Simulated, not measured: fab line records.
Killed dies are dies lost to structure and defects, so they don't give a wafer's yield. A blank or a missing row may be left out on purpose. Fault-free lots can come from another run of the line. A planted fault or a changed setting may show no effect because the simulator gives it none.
Chamber matching	flow n5 finfet	N5_BEOL_M14_DESCUM_33 on rie diel-05 has 4 sister chambers
The step chemistry O2, time 7.9 s. 18 wafers are shown with their chamber, then 9 later ones without.

== WAFERS, EACH WITH ITS CHAMBER ==
wafer	chamber	showerhead plenum p Torr (Torr)	drypump motor current A (A)	throttle valve pct (%)
L074.1	2	2.14	6.6	20.36
L074.2	0	2.03	5.7	20.28
L074.3	3	2.21	5.2	20.29
L074.4	1	2.03	5.6	20.46
L074.5	0	2.03	5.8	20.29
L074.6	1	2.03	5.6	20.48
L077.2	0	2.03	5.7	20.28
L077.3	2	2.14	6.5	20.37
L077.6	1	2.03	5.6	20.44
L079.1	1	2.03	5.6	20.47
L079.2	3	2.20	5.2	20.31
L079.5	2	2.14	6.6	20.38
L080.1	2	2.14	6.5	20.40
L080.4	0	2.03	5.8	20.30
L080.5	0	2.02	5.8	20.29
L085.3	0	2.02	5.7	20.31
L085.5	0	2.02	5.8	20.30
L085.6	3	2.20	5.2	20.32

SIGNATURES (averages over the wafers above)
reading	chamber 0	chamber 1	chamber 2	chamber 3	scatter within a chamber
showerhead plenum p Torr	2.0257	2.0300	2.1400	2.2033	0.00412
drypump motor current A	5.757	5.600	6.550	5.200	0.044
throttle valve pct	20.2929	20.4625	20.3775	20.3067	0.0145
Rule: a wafer lies at a distance from a chamber equal to the root of the sum of squares, over the readings, of (its reading less the chamber's mean, divided by the reading's scatter). The wafer belongs to the nearest chamber; if the next one is less than 2 further off, it can't be placed. How the scatter is found: for the shown wafers, subtract from each reading the mean of its chamber, square and add these, divide the total by (wafers less chambers), then take the root.

== WAFERS WHOSE CHAMBER IS MISSING ==
wafer	showerhead plenum p Torr (Torr)	drypump motor current A (A)	throttle valve pct (%)
L087.3	2.02	5.7	20.32
L087.4	2.20	5.2	20.32
L087.5	2.13	6.5	20.40
L086.1	2.20	5.2	20.32
L086.3	2.02	5.6	20.52
L086.4	2.02	5.8	20.30
L096.1	2.19	5.2	20.37
L096.4	2.12	6.5	20.45
L096.5	2.19	5.2	20.36

== CHAMBER TAKEN BY EACH ==
wafer	from the rows above	in truth
L087.3	0	0
L087.4	3	3
L087.5	2	2
L086.1	3	3
L086.3	1	1
L086.4	0	0
L096.1	3	3
L096.4	2	2
L096.5	3	3
9 of 9 placed correctly. Can't be placed from these rows: 0. Wrongly placed: 0.
